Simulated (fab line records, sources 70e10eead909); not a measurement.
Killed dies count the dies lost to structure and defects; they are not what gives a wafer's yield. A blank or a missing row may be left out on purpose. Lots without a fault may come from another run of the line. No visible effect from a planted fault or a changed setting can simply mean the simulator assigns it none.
What tool caused it? :: flow nandHarc :: Sampling: 11 lots, 33 wafers, 7 of 1302 route steps

== WHAT EACH GAUGE READ, for each wafer ==
NHARC_P_CONTACT_INSPECT_14.
lot: L281
measured: day 5 18:50
on: defectInspect-01
rawDefectCount: 5 3 5

lot: L283
measured: day 6 16:53
on: defectInspect-02
rawDefectCount: 6 2 4

lot: L284
measured: day 6 23:22
on: defectInspect-02
rawDefectCount: 3 4 4

lot: L287
measured: day 8 07:46
on: defectInspect-01
rawDefectCount: 4 4 4

lot: L286
measured: day 8 08:34
on: defectInspect-02
rawDefectCount: 9 2 2

lot: L295
measured: day 12 03:51
on: defectInspect-02
rawDefectCount: 0 5 4

lot: L296
measured: day 12 09:59
on: defectInspect-01
rawDefectCount: 8 6 2

lot: L297
measured: day 12 19:28
on: defectInspect-02
rawDefectCount: 2 0 1

lot: L298
measured: day 12 23:24
on: defectInspect-01
rawDefectCount: 2 5 4

lot: L299
measured: day 13 05:19
on: defectInspect-01
rawDefectCount: 2 6 8

lot: L300
measured: day 13 18:33
on: defectInspect-01
rawDefectCount: 8 3 3

NHARC_P_M0_CD_MEAS_09: target cd 90 nm.
lot: L281
measured: day 5 22:46
on: cdSem-02
cdNm (nm): 89.0 90.2 89.5

lot: L283
measured: day 6 20:55
on: cdSem-01
cdNm (nm): 89.8 89.5 89.6

lot: L284
measured: day 7 03:23
on: cdSem-02
cdNm (nm): 90.6 91.3 90.2

lot: L287
measured: day 8 11:41
on: cdSem-01
cdNm (nm): 90.5 81.3 91.1

lot: L286
measured: day 8 12:37
on: cdSem-02
cdNm (nm): 89.5 80.9 89.9

lot: L295
measured: day 12 07:46
on: cdSem-03
cdNm (nm): 90.1 90.7 90.6

lot: L296
measured: day 12 17:58
on: cdSem-03
cdNm (nm): 89.3 90.7 89.7

lot: L297
measured: day 12 23:31
on: cdSem-02
cdNm (nm): 89.8 90.0 90.3

lot: L298
measured: day 13 03:31
on: cdSem-03
cdNm (nm): 90.2 90.8 90.4

lot: L299
measured: day 13 09:23
on: cdSem-01
cdNm (nm): 89.3 89.5 89.3

lot: L300
measured: day 13 22:36
on: cdSem-03
cdNm (nm): 89.7 89.4 89.2

NHARC_P_M0_CD_MEAS_16.
lot: L281
measured: day 5 23:18
on: cdSem-02
cdNm (nm): 88.6 90.6 89.4

lot: L283
measured: day 6 21:26
on: cdSem-02
cdNm (nm): 90.0 90.2 91.5

lot: L284
measured: day 7 03:53
on: cdSem-01
cdNm (nm): 90.0 90.5 91.2

lot: L287
measured: day 8 12:13
on: cdSem-02
cdNm (nm): 91.5 81.6 91.2

lot: L286
measured: day 8 13:06
on: cdSem-02
cdNm (nm): 89.0 82.0 89.6

lot: L295
measured: day 12 08:15
on: cdSem-02
cdNm (nm): 90.4 90.4 90.5

lot: L296
measured: day 12 18:26
on: cdSem-01
cdNm (nm): 90.1 91.2 90.1

lot: L297
measured: day 13 00:01
on: cdSem-02
cdNm (nm): 89.2 89.7 89.7

lot: L298
measured: day 13 04:09
on: cdSem-03
cdNm (nm): 90.2 90.8 90.3

lot: L299
measured: day 13 09:56
on: cdSem-01
cdNm (nm): 88.1 89.5 89.2

lot: L300
measured: day 13 23:05
on: cdSem-01
cdNm (nm): 89.5 88.9 89.2

NHARC_END_SORT_01.
lot: L281
measured: day 24 12:20
on: prober-01
defectLimitedYield (%): 86.4 84.3 87.9
killedAtArray: 86 101 78
killedAtOther: 0 0 0
killedAtPeriphery: 6 5 4
killedDies: 92 106 82
killedOpen: 5 3 4
killedShort: 6 2 2

lot: L283
measured: day 25 05:31
on: prober-02
defectLimitedYield (%): 89.4 87.7 87.1
killedAtArray: 68 81 87
killedAtOther: 0 0 0
killedAtPeriphery: 4 2 0
killedDies: 72 83 87
killedOpen: 2 3 4
killedShort: 4 2 3

lot: L284
measured: day 25 12:31
on: prober-02
defectLimitedYield (%): 87.0 87.4 87.1
killedAtArray: 85 82 82
killedAtOther: 0 0 0
killedAtPeriphery: 3 3 5
killedDies: 88 85 87
killedOpen: 5 6 5
killedShort: 3 2 0

lot: L287
measured: day 26 13:33
on: prober-01
defectLimitedYield (%): 89.1 88.2 87.1
killedAtArray: 70 71 83
killedAtOther: 0 0 0
killedAtPeriphery: 4 9 4
killedDies: 74 80 87
killedOpen: 5 9 2
killedShort: 1 2 1

lot: L286
measured: day 26 13:35
on: prober-02
defectLimitedYield (%): 90.0 90.4 91.6
killedAtArray: 61 60 55
killedAtOther: 1 1 1
killedAtPeriphery: 6 4 1
killedDies: 68 65 57
killedOpen: 5 2 4
killedShort: 2 4 3

lot: L295
measured: day 30 13:25
on: prober-01
defectLimitedYield (%): 93.5 93.4 91.4
killedAtArray: 40 38 51
killedAtOther: 0 0 0
killedAtPeriphery: 4 7 7
killedDies: 44 45 58
killedOpen: 4 3 5
killedShort: 1 0 6

lot: L296
measured: day 31 22:25
on: prober-01
defectLimitedYield (%): 92.8 91.7 92.2
killedAtArray: 46 51 50
killedAtOther: 1 0 0
killedAtPeriphery: 2 5 3
killedDies: 49 56 53
killedOpen: 4 3 6
killedShort: 2 4 2

lot: L297
measured: day 31 14:32
on: prober-01
defectLimitedYield (%): 88.6 90.8 88.9
killedAtArray: 73 60 73
killedAtOther: 0 0 0
killedAtPeriphery: 4 2 2
killedDies: 77 62 75
killedOpen: 5 3 6
killedShort: 3 4 2

lot: L298
measured: day 31 05:10
on: prober-02
defectLimitedYield (%): 92.6 91.4 92.8
killedAtArray: 47 49 46
killedAtOther: 2 6 2
killedAtPeriphery: 1 3 1
killedDies: 50 58 49
killedOpen: 2 2 5
killedShort: 1 2 1

lot: L299
measured: day 31 21:13
on: prober-02
defectLimitedYield (%): 90.3 90.0 92.2
killedAtArray: 61 62 48
killedAtOther: 1 0 2
killedAtPeriphery: 4 6 3
killedDies: 66 68 53
killedOpen: 10 8 3
killedShort: 5 3 0

lot: L300
measured: day 32 09:23
on: prober-01
defectLimitedYield (%): 88.8 91.4 91.9
killedAtArray: 72 56 51
killedAtOther: 0 0 0
killedAtPeriphery: 4 2 4
killedDies: 76 58 55
killedOpen: 4 0 2
killedShort: 1 1 3

== EACH LOT AND THE TOOL THAT RAN IT (in order: tool; ch and the chambers of the sampled wafers; start) ==
lot: L281
NHARC_P_CONTACT_ETCH_31: rieDiel-11 ch 1,2, day 5 21:37 or earlier
NHARC_P_CONTACT_CMP_24: cmp-02 ch 0,2, day 5 21:37
NHARC_P_M0_PEB_07: lithoTrack-01 ch 0, day 5 22:41

lot: L283
NHARC_P_CONTACT_ETCH_31: rieDiel-11 ch 0,1,3, day 6 19:40 or earlier
NHARC_P_CONTACT_CMP_24: cmp-02 ch 1,2,3, day 6 19:40
NHARC_P_M0_PEB_07: lithoTrack-04 ch 0, day 6 20:50

lot: L284
NHARC_P_CONTACT_ETCH_31: rieDiel-11 ch 1,2, day 7 02:07 or earlier
NHARC_P_CONTACT_CMP_24: cmp-01 ch 0,1,3, day 7 02:07
NHARC_P_M0_PEB_07: lithoTrack-04 ch 0, day 7 03:19

lot: L287
NHARC_P_CONTACT_ETCH_31: rieDiel-06 ch 0,2,3, day 8 10:31 or earlier
NHARC_P_CONTACT_CMP_24: cmp-04 ch 0,1,3, day 8 10:31
NHARC_P_M0_PEB_07: lithoTrack-04 ch 0, day 8 11:37

lot: L286
NHARC_P_CONTACT_ETCH_31: rieDiel-11 ch 2,3, day 8 11:19 or earlier
NHARC_P_CONTACT_CMP_24: cmp-01 ch 0,1,3, day 8 11:19
NHARC_P_M0_PEB_07: lithoTrack-04 ch 0, day 8 12:32

lot: L295
NHARC_P_CONTACT_ETCH_31: rieDiel-11 ch 0,1,2, day 12 06:35 or earlier
NHARC_P_CONTACT_CMP_24: cmp-01 ch 0,3, day 12 06:35
NHARC_P_M0_PEB_07: lithoTrack-04 ch 0, day 12 07:41

lot: L296
NHARC_P_CONTACT_ETCH_31: rieDiel-01 ch 0,2,3, day 12 12:43 or earlier
NHARC_P_CONTACT_CMP_24: cmp-02 ch 0,2,3, day 12 12:43
NHARC_P_M0_PEB_07: lithoTrack-04 ch 0, day 12 17:52

lot: L297
NHARC_P_CONTACT_ETCH_31: rieDiel-01 ch 0,1, day 12 22:15 or earlier
NHARC_P_CONTACT_CMP_24: cmp-01 ch 1,2,3, day 12 22:15
NHARC_P_M0_PEB_07: lithoTrack-04 ch 0, day 12 23:26

lot: L298
NHARC_P_CONTACT_ETCH_31: rieDiel-06 ch 1,2, day 13 02:14 or earlier
NHARC_P_CONTACT_CMP_24: cmp-04 ch 2,3, day 13 02:14
NHARC_P_M0_PEB_07: lithoTrack-04 ch 0, day 13 03:27

lot: L299
NHARC_P_CONTACT_ETCH_31: rieDiel-06 ch 0,3, day 13 08:05 or earlier
NHARC_P_CONTACT_CMP_24: cmp-04 ch 1,2, day 13 08:05
NHARC_P_M0_PEB_07: lithoTrack-01 ch 0, day 13 09:19

lot: L300
NHARC_P_CONTACT_ETCH_31: rieDiel-11 ch 0,2,3, day 13 21:18 or earlier
NHARC_P_CONTACT_CMP_24: cmp-02 ch 0,2,3, day 13 21:18
NHARC_P_M0_PEB_07: lithoTrack-06 ch 0, day 13 22:31
- NHARC_P_CONTACT_ETCH_31: etches the open film in CH3F/O2, target depth 30 nm, time 85.7 s.
- NHARC_P_CONTACT_CMP_24: polishes, t overpolish 30 s, target thk 200 nm.
- NHARC_P_M0_PEB_07: peb time 65 s.

== AS READ BY THE TOOLS THEMSELVES (means over the sampled wafers that have a number; for cases with no such wafer, the mark the record gives instead) ==
NHARC_P_CONTACT_ETCH_31.
lot: L281
tool: rieDiel-11
chamberPressureMTorr (mTorr): 24.994
drypumpMotorCurrentA (A): 6.5
mfcArSccm (sccm): 200.6
oesProductAu (a.u.): 0.977
rfVppV (V): 245.1
showerheadPlenumPTorr (Torr): 2.50
throttleValvePct (%): 20.662

lot: L283
tool: rieDiel-11
chamberPressureMTorr (mTorr): 25.013
drypumpMotorCurrentA (A): 5.9
mfcArSccm (sccm): 200.2
oesProductAu (a.u.): 0.968
rfVppV (V): 244.1
showerheadPlenumPTorr (Torr): 2.42
throttleValvePct (%): 20.665

lot: L284
tool: rieDiel-11
chamberPressureMTorr (mTorr): 24.996
drypumpMotorCurrentA (A): 6.5
mfcArSccm (sccm): 199.7
oesProductAu (a.u.): 0.981
rfVppV (V): 244.4
showerheadPlenumPTorr (Torr): 2.50
throttleValvePct (%): 20.668

lot: L287
tool: rieDiel-06
chamberPressureMTorr (mTorr): 25.006
drypumpMotorCurrentA (A): 6.1
mfcArSccm (sccm): 200.2
oesProductAu (a.u.): 0.984
rfVppV (V): 244.8
showerheadPlenumPTorr (Torr): 2.47
throttleValvePct (%): 20.669

lot: L286
tool: rieDiel-11
chamberPressureMTorr (mTorr): 24.977
drypumpMotorCurrentA (A): 5.4
mfcArSccm (sccm): 200.0
oesProductAu (a.u.): 0.999
rfVppV (V): 242.6
showerheadPlenumPTorr (Torr): 2.33
throttleValvePct (%): 20.660

lot: L295
tool: rieDiel-11
chamberPressureMTorr (mTorr): 24.986
drypumpMotorCurrentA (A): 6.4
mfcArSccm (sccm): 200.1
oesProductAu (a.u.): 0.983
rfVppV (V): 243.2
showerheadPlenumPTorr (Torr): 2.42
throttleValvePct (%): 20.671

lot: L296
tool: rieDiel-01
chamberPressureMTorr (mTorr): 25.022
drypumpMotorCurrentA (A): 5.3
mfcArSccm (sccm): 200.4
oesProductAu (a.u.): 0.980
rfVppV (V): 245.3
showerheadPlenumPTorr (Torr): 2.47
throttleValvePct (%): 20.659

lot: L297
tool: rieDiel-01
chamberPressureMTorr (mTorr): 25.005
drypumpMotorCurrentA (A): 5.9
mfcArSccm (sccm): 200.1
oesProductAu (a.u.): 0.981
rfVppV (V): 244.1
showerheadPlenumPTorr (Torr): 2.41
throttleValvePct (%): 20.660

lot: L298
tool: rieDiel-06
chamberPressureMTorr (mTorr): 24.982
drypumpMotorCurrentA (A): 6.1
mfcArSccm (sccm): 200.1
oesProductAu (a.u.): 0.951
rfVppV (V): 244.0
showerheadPlenumPTorr (Torr): 2.46
throttleValvePct (%): 20.663

lot: L299
tool: rieDiel-06
chamberPressureMTorr (mTorr): 25.003
drypumpMotorCurrentA (A): 6.3
mfcArSccm (sccm): 200.1
oesProductAu (a.u.): 0.995
rfVppV (V): 244.5
showerheadPlenumPTorr (Torr): 2.45
throttleValvePct (%): 20.671

lot: L300
tool: rieDiel-11
chamberPressureMTorr (mTorr): 25.000
drypumpMotorCurrentA (A): 5.9
mfcArSccm (sccm): 200.3
oesProductAu (a.u.): 0.974
rfVppV (V): 242.2
showerheadPlenumPTorr (Torr): 2.33
throttleValvePct (%): 20.661

NHARC_P_CONTACT_CMP_24.
lot: L281
tool: cmp-02
motorCurrentA (A): 11.0
overpolishRunS (s): 30.004
slurryFlowMlMin: 149.9
timeToEndpointS (s): 41.3

lot: L283
tool: cmp-02
motorCurrentA (A): 12.0
overpolishRunS (s): 29.993
slurryFlowMlMin: 150.2
timeToEndpointS (s): 41.8

lot: L284
tool: cmp-01
motorCurrentA (A): 11.6
overpolishRunS (s): 30.009
slurryFlowMlMin: 149.7
timeToEndpointS (s): 39.1

lot: L287
tool: cmp-04
motorCurrentA (A): 12.8
overpolishRunS (s): 30.003
slurryFlowMlMin: 150.0
timeToEndpointS (s): 36.1

lot: L286
tool: cmp-01
motorCurrentA (A): 11.6
overpolishRunS (s): 29.994
slurryFlowMlMin: 149.7
timeToEndpointS (s): 42.2

lot: L295
tool: cmp-01
motorCurrentA (A): 11.2
overpolishRunS (s): 29.997
slurryFlowMlMin: 150.0
timeToEndpointS (s): 37.9

lot: L296
tool: cmp-02
motorCurrentA (A): 11.2
overpolishRunS (s): 30.003
slurryFlowMlMin: 150.1
timeToEndpointS (s): 40.4

lot: L297
tool: cmp-01
motorCurrentA (A): 12.4
overpolishRunS (s): 30.000
slurryFlowMlMin: 150.0
timeToEndpointS (s): 37.6

lot: L298
tool: cmp-04
motorCurrentA (A): 11.8
overpolishRunS (s): 30.004
slurryFlowMlMin: 150.1
timeToEndpointS (s): 39.4

lot: L299
tool: cmp-04
motorCurrentA (A): 12.5
overpolishRunS (s): 29.992
slurryFlowMlMin: 150.0
timeToEndpointS (s): 40.9

lot: L300
tool: cmp-02
motorCurrentA (A): 11.0
overpolishRunS (s): 29.990
slurryFlowMlMin: 150.2
timeToEndpointS (s): 40.0

NHARC_P_M0_PEB_07.
lot: L281
tool: lithoTrack-01
heaterPowerTotalW (W): 156.4

lot: L283
tool: lithoTrack-04
heaterPowerTotalW (W): 156.4

lot: L284
tool: lithoTrack-04
heaterPowerTotalW (W): 156.9

lot: L287
tool: lithoTrack-04
heaterPowerTotalW (W): 164.3

lot: L286
tool: lithoTrack-04
heaterPowerTotalW (W): 164.3

lot: L295
tool: lithoTrack-04
heaterPowerTotalW (W): 156.3

lot: L296
tool: lithoTrack-04
heaterPowerTotalW (W): 156.5

lot: L297
tool: lithoTrack-04
heaterPowerTotalW (W): 156.9

lot: L298
tool: lithoTrack-04
heaterPowerTotalW (W): 156.8

lot: L299
tool: lithoTrack-01
heaterPowerTotalW (W): 156.5

lot: L300
tool: lithoTrack-06
heaterPowerTotalW (W): 156.2

== THE ANSWER, worked out from the rows above alone ==
Rule: the lots themselves supply what counts as usual. Put in order of their means at a reading, lots are off if they are a third of the lots or fewer, leave a main group of 4 or more, and stand apart from it by a gap of 3 or more times the standard deviation of the main group's means; of several such gaps the widest counts. The tables above print the reading to a certain number of digits; a main group whose means all agree to those digits is not used. Also off: a lot with no number at a reading for which 4 or more lots have one. The other lots that the step has rows for count as sound. First the gauges in route order, then the tools' own readings, where a lot's mean is used as printed above. At the first step where some lot is off, the reading lying furthest off is the one used; lots without a number count as furthest.
Off: L287, L286 (NHARC_P_M0_CD_MEAS_09, cdNm). Mean 90.0 nm and standard deviation 0.47 in the main group.
A tool fits if, at a process step before that reading, it ran every lot that is off, and no sound lot after the first of them. Not tried: the gauges at NHARC_P_M0_CD_MEAS_09; whatever is off there is also off at NHARC_P_M0_PEB_07, on other tools, and gauge error can't account for it. NHARC_P_CONTACT_ETCH_31 gives no start for some lots, so the hours and the order of its lots are those of NHARC_P_CONTACT_CMP_24. None of those tried fits.

== WHAT WAS PUT IN BY THE SIMULATOR ==
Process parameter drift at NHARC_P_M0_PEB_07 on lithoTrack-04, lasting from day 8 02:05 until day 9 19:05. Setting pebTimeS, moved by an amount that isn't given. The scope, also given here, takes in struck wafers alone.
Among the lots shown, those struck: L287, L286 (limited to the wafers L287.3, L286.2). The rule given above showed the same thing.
